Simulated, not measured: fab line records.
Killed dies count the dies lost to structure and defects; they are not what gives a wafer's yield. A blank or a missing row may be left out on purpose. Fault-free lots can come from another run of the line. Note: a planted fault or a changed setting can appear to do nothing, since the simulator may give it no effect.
fab line records -- flow n5-finfet
[record] lots = 11, wafers = 33, last-day = 18
route steps=1938 shown BEOL_M5@1169
lots that met no fault: from a run of the same line without faults
start-h: start of the lot's first displayed wafer, in hours after the record's first day -- wait-h: hours from the lot's prior step to this one -- " the same as in the row above -- L1.1+2: several wafers, shown together as one row -- - no value, or no start was given -- * or withheld: withheld -- < > ~ a bound
route shown NAME@n: NAME is a module with steps in the file, n the number in the route of the first one -- usual: mean/standard deviation taken from wafers without a fault -- same: alike in all rows -- chamber/n: place in a boat -- sites: readings site by site -- _std_site: how widely they spread, as a standard deviation -- _edge_site: the outer-site mean with the inner-site mean subtracted -- radius-mm: for every site, how far away it sits from the centre of the wafer -- mask NAME#n: copy n -- behind: the most recent tool/chamber to have shaped the wafer -- hold: reason for holding the lot/hours on hold/outcome of the hold -- device: the n, p or np transistor that did not switch -- end of line: the tests these same wafers got at the end of their route -- for a step that has no rows: nothing shown but its recipe -- killed: the dies lost at the first sort to structure and to defects; this is not the yield of the wafer -- map: a wafer's dies, marking killed ones x, the rest . and places with no die _
set.NAME: the run value of the setting; set.NAME@STEP: its run value at that earlier step -- model.NAME: the simulator's own value behind a step, which no gauge read
the route's steps for a sample of lots (tables are steps, rows are wafers)
services: from which hour (start-h, from the record's first day; less than 0 if before it) a tool's chamber was out of use, for how many hours, and why
[[steps]]
[step N5_BEOL_M5_CURE_80]
[recipe] temp-c = 370, time-s = 120, ambient = DMADMS/He, material = SiCOH_lowk
[usual] lamp-power-pct = 52.32/0.053, wafer_temp_C_max = 371.6/0.54
lot.wafer,tool,chamber,start-h,wait-h,lamp-power-pct,wafer_temp_C_max
L775.2,uv-cure-01,2,172.64,0.1,52.29,372.2
L775.3,uv-cure-01,2,172.64,0.1,52.31,371.4
L775.6,uv-cure-01,2,172.64,0.1,52.36,371.9
L776.2,uv-cure-01,0,180.39,0.1,52.38,370.7
L776.5,uv-cure-01,0,180.39,0.1,52.33,371.3
L776.6,uv-cure-01,0,180.39,0.1,52.35,371.2
L779.1,uv-cure-02,0,185.89,0.3,52.25,371.6
L779.3,uv-cure-02,0,185.89,0.3,52.32,371.4
L779.5,uv-cure-02,0,185.89,0.3,52.35,371.2
L780.1,uv-cure-01,2,195.26,0.0,52.25,371.7
L780.2,uv-cure-01,2,195.26,0.0,52.29,371.7
L780.4,uv-cure-01,2,195.26,0.0,52.30,371.4
L781.1,uv-cure-03,0,208.26,0.0,52.41,371.5
L781.3,uv-cure-03,0,208.26,0.0,52.47,371.7
L781.4,uv-cure-03,0,208.26,0.0,52.26,371.2
L782.1,uv-cure-02,1,214.98,0.0,52.37,372.7
L782.3,uv-cure-02,1,214.98,0.0,52.32,372.2
L782.5,uv-cure-02,1,214.98,0.0,52.28,372.4
L784.1,uv-cure-01,1,223.56,0.4,52.21,371.6
L784.5,uv-cure-01,1,223.56,0.4,52.32,371.9
L784.6,uv-cure-01,1,223.56,0.4,52.27,371.2
L785.3,uv-cure-01,1,235.32,0.1,52.36,371.4
L785.4,uv-cure-01,1,235.32,0.1,52.30,371.6
L785.5,uv-cure-01,1,235.32,0.1,52.29,371.2
L786.1,uv-cure-02,1,242.41,0.0,52.28,372.1
L786.4,uv-cure-02,1,242.41,0.0,52.38,372.3
L786.5,uv-cure-02,1,242.41,0.0,52.33,372.9
L787.1,uv-cure-03,1,245.81,0.0,52.25,372.6
L787.2,uv-cure-03,1,245.81,0.0,52.39,371.9
L787.5,uv-cure-03,1,245.81,0.0,52.33,373.0
L798.1,uv-cure-01,0,318.98,0.1,52.29,371.8
L798.2,uv-cure-01,0,318.98,0.1,52.27,372.0
L798.6,uv-cure-01,0,318.98,0.1,52.25,371.5
[step N5_BEOL_M5_SPUTTER_83]
[recipe] material = Cu, target-thk-a = 150, temp-c = -20, chamber-pressure-pa = 0.07, power-w = withheld, time-s = 27.62
[usual] chamber-pressure-pa = 0.07003/0.00016, throttle-valve-pct = 29.9/1
lot.wafer,tool,chamber,start-h,wait-h,chamber-pressure-pa,throttle-valve-pct
L775.2,pvd-sputter-01,-,176.31,0.5,0.06989,31.3
L775.3,pvd-sputter-01,-,176.31,0.5,0.07004,29.6
L775.6,pvd-sputter-01,-,176.31,0.5,0.06958,30.4
L776.2,pvd-sputter-01,-,183.62,0.5,0.07009,29.8
L776.5,pvd-sputter-01,-,183.62,0.5,0.07017,30.2
L776.6,pvd-sputter-01,-,183.62,0.5,0.06991,29.6
L779.1,pvd-sputter-01,-,189.73,0.5,0.07003,30.0
L779.3,pvd-sputter-01,-,189.73,0.5,0.07017,31.5
L779.5,pvd-sputter-01,-,189.73,0.5,0.07008,31.4
L780.1,pvd-sputter-03,-,198.75,0.5,0.06968,29.8
L780.2,pvd-sputter-03,-,198.75,0.5,0.07009,30.4
L780.4,pvd-sputter-03,-,198.75,0.5,0.06986,31.9
L781.1,pvd-sputter-01,-,211.73,0.5,0.07019,30.5
L781.3,pvd-sputter-01,-,211.73,0.5,0.07013,29.6
L781.4,pvd-sputter-01,-,211.73,0.5,0.06975,30.1
L782.1,pvd-sputter-03,-,218.65,0.5,0.0699,30.5
L782.3,pvd-sputter-03,-,218.65,0.5,0.06977,28.6
L782.5,pvd-sputter-03,-,218.65,0.5,0.07024,32.0
L784.1,pvd-sputter-02,-,227.69,0.5,0.07023,29.7
L784.5,pvd-sputter-02,-,227.69,0.5,0.06968,28.7
L784.6,pvd-sputter-02,-,227.69,0.5,0.07009,29.5
L785.3,pvd-sputter-03,-,239.41,0.5,0.07026,30.2
L785.4,pvd-sputter-03,-,239.41,0.5,0.06978,29.7
L785.5,pvd-sputter-03,-,239.41,0.5,0.07032,28.6
L786.1,pvd-sputter-02,-,245.88,0.5,0.06992,29.3
L786.4,pvd-sputter-02,-,245.88,0.5,0.06995,28.7
L786.5,pvd-sputter-02,-,245.88,0.5,0.06978,29.3
L787.1,pvd-sputter-03,-,249.05,0.5,0.07008,31.7
L787.2,pvd-sputter-03,-,249.05,0.5,0.07005,28.7
L787.5,pvd-sputter-03,-,249.05,0.5,0.0698,31.9
L798.1,pvd-sputter-03,-,322.38,0.5,0.06985,31.7
L798.2,pvd-sputter-03,-,322.38,0.5,0.06989,30.4
L798.6,pvd-sputter-03,-,322.38,0.5,0.07003,30.7
[step N5_BEOL_M5_SPUTTER_90]
[recipe] material = Cu, target-thk-a = 45, temp-c = -20, chamber-pressure-pa = 0.07, power-w = withheld, time-s = 8.29
[usual] chamber-pressure-pa = 0.06998/0.00013, throttle-valve-pct = 29.9/1
lot.wafer,tool,chamber,start-h,wait-h,chamber-pressure-pa,throttle-valve-pct
L775.2,pvd-sputter-01,-,178.49,0.5,0.07011,31.3
L775.3,pvd-sputter-01,-,178.49,0.5,0.06993,29.6
L775.6,pvd-sputter-01,-,178.49,0.5,0.06993,30.7
L776.2,pvd-sputter-01,-,185.79,0.5,0.06994,30.3
L776.5,pvd-sputter-01,-,185.79,0.5,0.07005,30.2
L776.6,pvd-sputter-01,-,185.79,0.5,0.06984,29.4
L779.1,pvd-sputter-01,-,191.90,0.5,0.06993,30.5
L779.3,pvd-sputter-01,-,191.90,0.5,0.07023,31.2
L779.5,pvd-sputter-01,-,191.90,0.5,0.07011,31.3
L780.1,pvd-sputter-03,-,200.92,0.5,0.06995,29.6
L780.2,pvd-sputter-03,-,200.92,0.5,0.06979,30.6
L780.4,pvd-sputter-03,-,200.92,0.5,0.06983,31.5
L781.1,pvd-sputter-01,-,214.45,0.5,0.06968,30.1
L781.3,pvd-sputter-01,-,214.45,0.5,0.07007,29.4
L781.4,pvd-sputter-01,-,214.45,0.5,0.07,30.3
L782.1,pvd-sputter-03,-,220.83,0.5,0.0701,30.7
L782.3,pvd-sputter-03,-,220.83,0.5,0.06995,28.6
L782.5,pvd-sputter-03,-,220.83,0.5,0.07004,31.9
L784.1,pvd-sputter-02,-,229.86,0.5,0.07011,29.8
L784.5,pvd-sputter-02,-,229.86,0.5,0.06983,28.8
L784.6,pvd-sputter-02,-,229.86,0.5,0.06997,29.4
L785.3,pvd-sputter-03,-,241.58,0.5,0.06986,30.3
L785.4,pvd-sputter-03,-,241.58,0.5,0.07005,29.8
L785.5,pvd-sputter-03,-,241.58,0.5,0.06985,28.6
L786.1,pvd-sputter-02,-,248.05,0.5,0.06975,29.6
L786.4,pvd-sputter-02,-,248.05,0.5,0.0701,28.5
L786.5,pvd-sputter-02,-,248.05,0.5,0.07007,29.1
L787.1,pvd-sputter-03,-,251.22,0.5,0.07009,31.8
L787.2,pvd-sputter-03,-,251.22,0.5,0.06997,28.4
L787.5,pvd-sputter-03,-,251.22,0.5,0.07017,31.6
L798.1,pvd-sputter-03,-,324.55,0.5,0.07015,31.7
L798.2,pvd-sputter-03,-,324.55,0.5,0.06998,30.4
L798.6,pvd-sputter-03,-,324.55,0.5,0.06986,30.7
[step N5_BEOL_M5_ECD_50]
[recipe] material = Cu, target-thk-a = 3000
lot.wafer,tool,chamber,start-h,wait-h
L775.2+3+6,ecd-cu-01,"0,1,1",178.61,0.1
L776.2+5+6,ecd-cu-02,"0,0,1",185.91,0.1
L779.1+3+5,ecd-cu-01,"0,1,1",192.03,0.1
L780.1+2+4,ecd-cu-02,"0,1,0",201.04,0.1
L781.1+3+4,ecd-cu-01,"0,1,0",214.57,0.1
L782.1+3+5,ecd-cu-01,"1,0,1",220.94,0.1
L784.1+5+6,ecd-cu-01,"0,1,0",229.98,0.1
L785.3+4+5,ecd-cu-01,"0,1,1",241.72,0.1
L786.1+4+5,ecd-cu-02,"0,0,1",248.17,0.1
L787.1+2+5,ecd-cu-01,"1,0,0",251.34,0.1
L798.1+2+6,ecd-cu-01,"0,1,1",324.67,0.1
[step N5_BEOL_M5_CMP_52]
[recipe] stop-on = SiCOH_lowk, t-overpolish-s = 6.9, down-force-psi = 1, platen-rpm = 50, clearing-platen-down-force-psi = 1.5, clearing-platen-rpm = 50, post-cmp-clean = cu-alkaline, target-thk-nm = 62, clearing-platen-pad-velocity-m-s = 0.99484, pad-velocity-m-s = 0.99484
[usual] edge-zone-pressure-frac = 0.999/0.0043, motor-current-A = 5.9/0.51, pad-life-wafers = 1047/550, retaining-ring-pressure-frac = 1.001/0.0044, time-to-endpoint-s = 61.7/2.8
lot.wafer,tool,chamber,start-h,wait-h,edge-zone-pressure-frac,motor-current-A,pad-life-wafers,retaining-ring-pressure-frac,time-to-endpoint-s
L775.2,cmp-03,1,178.99,0.2,0.998,6.2,390,0.999,63.8
L775.3,cmp-03,0,178.99,0.2,1.010,5.7,393,0.999,66.0
L775.6,cmp-03,1,178.99,0.2,1.002,6.6,-,0.992,63.6
L776.2,cmp-02,1,186.33,0.2,1.004,6.0,1765,1.005,52.6
L776.6,cmp-02,0,186.33,0.2,1.000,5.2,-,1.003,58.0
L776.5,cmp-02,1,186.33,0.2,1.001,6.1,-,1.007,54.2
L779.1,cmp-02,0,192.45,0.3,1.000,5.2,1801,0.999,61.1
L779.3,cmp-02,2,192.45,0.3,0.997,6.3,1803,1.004,62.8
L779.5,cmp-02,3,192.45,0.3,0.996,5.1,-,0.996,62.4
L780.2,cmp-01,3,201.42,0.2,0.999,5.9,1314,1.001,63.8
L780.1,cmp-01,0,201.42,0.2,0.996,6.5,1315,0.997,64.0
L780.4,cmp-01,1,201.42,0.2,0.996,7.4,1316,1.009,65.1
L781.3,cmp-02,3,214.97,0.2,1.001,5.0,1974,1.003,59.0
L781.4,cmp-02,0,214.97,0.2,0.995,5.2,1975,1.007,61.2
L781.1,cmp-02,2,214.97,0.2,0.996,5.8,1977,0.998,60.7
L782.3,cmp-03,0,221.33,0.2,1.004,5.5,732,1.000,64.3
L782.1,cmp-03,3,221.33,0.2,1.000,5.5,735,1.005,60.9
L782.5,cmp-03,0,221.33,0.2,0.998,5.5,-,0.996,65.4
L784.1,cmp-03,2,230.40,0.3,0.995,6.6,829,0.997,62.9
L784.6,cmp-03,1,230.40,0.3,1.005,6.5,-,0.995,64.4
L784.5,cmp-03,2,230.40,0.3,1.000,6.3,-,0.992,65.5
L785.3,cmp-03,3,242.12,0.2,1.002,5.7,931,0.997,91.5
L785.4,cmp-03,1,242.12,0.2,0.996,6.1,933,1.002,89.5
L785.5,cmp-03,2,242.12,0.2,0.993,6.1,-,1.001,62.0
L786.4,cmp-01,1,248.69,0.3,1.007,6.7,1681,1.007,60.1
L786.1,cmp-01,2,248.69,0.3,0.997,5.2,1682,1.005,60.0
L786.5,cmp-01,1,248.69,0.3,1.000,7.0,-,1.005,58.5
L787.1,cmp-03,1,251.76,0.3,0.998,6.5,1021,1.002,90.9
L787.2,cmp-03,2,251.76,0.3,0.999,6.6,1022,0.997,65.7
L787.5,cmp-03,1,251.76,0.3,0.998,6.3,-,0.996,62.5
L798.1,cmp-02,2,325.09,0.3,0.997,5.9,643,1.005,62.0
L798.2,cmp-02,3,325.09,0.3,0.994,5.0,644,0.996,60.7
L798.6,cmp-02,2,325.09,0.3,0.999,6.0,-,1.001,61.0
[[services]]
tool,chamber,start-h,hours,kind
ecd-cu-02,-,152.82,1.5,repair
uv-cure-01,-,155.57,6.9,repair
cmp-02,-,179.48,2.3,repair
uv-cure-01,-,184.20,5.0,repair
ecd-cu-01,-,185.41,3.5,repair
uv-cure-03,-,217.02,2.8,pm
cmp-03,-,219.00,2.2,repair
cmp-01,-,221.34,4.7,pm
uv-cure-03,-,225.74,0.6,repair
ecd-cu-02,-,228.96,1.5,repair
uv-cure-03,-,230.33,0.5,repair
cmp-02,-,240.06,4.0,pm
cmp-02,-,244.06,-,consumable-replace:conditioner
cmp-02,-,244.06,-,consumable-replace:pad
uv-cure-02,-,245.75,14.6,pm
uv-cure-02,-,260.35,7.5,pm
cmp-03,-,299.53,7.0,pm
cmp-01,-,303.82,4.0,pm
cmp-01,-,307.82,-,consumable-replace:conditioner
cmp-01,-,307.82,-,consumable-replace:pad
pvd-sputter-01,-,310.44,9.1,repair
cmp-01,-,320.38,5.9,pm
uv-cure-03,-,324.78,24.9,pm
[[key]]
[first-sign] step = N5_BEOL_M5_CMP_52, reading = time-to-endpoint-s, direction = up, sigmas = 10, usual = *, struck = *
effect none on later readings
met-at N5_BEOL_M5_ECD_50
struck-lots L785,L787
struck-wafers L785.3,L785.4,L787.1
not-acting-at N5_BEOL_M5_CURE_80,N5_BEOL_M5_SPUTTER_83,N5_BEOL_M5_SPUTTER_90
onset-between 229.98 241.72
[fault] kind = process-parameter-drift, tool = ecd-cu-01, chamber = -, onset-h = 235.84, steps = N5_BEOL_M5_ECD_50, channel = target-thk-a, offset = *, shape = step, end-h = 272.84, scope = struck-wafers-only, acts-in = *, stated = *
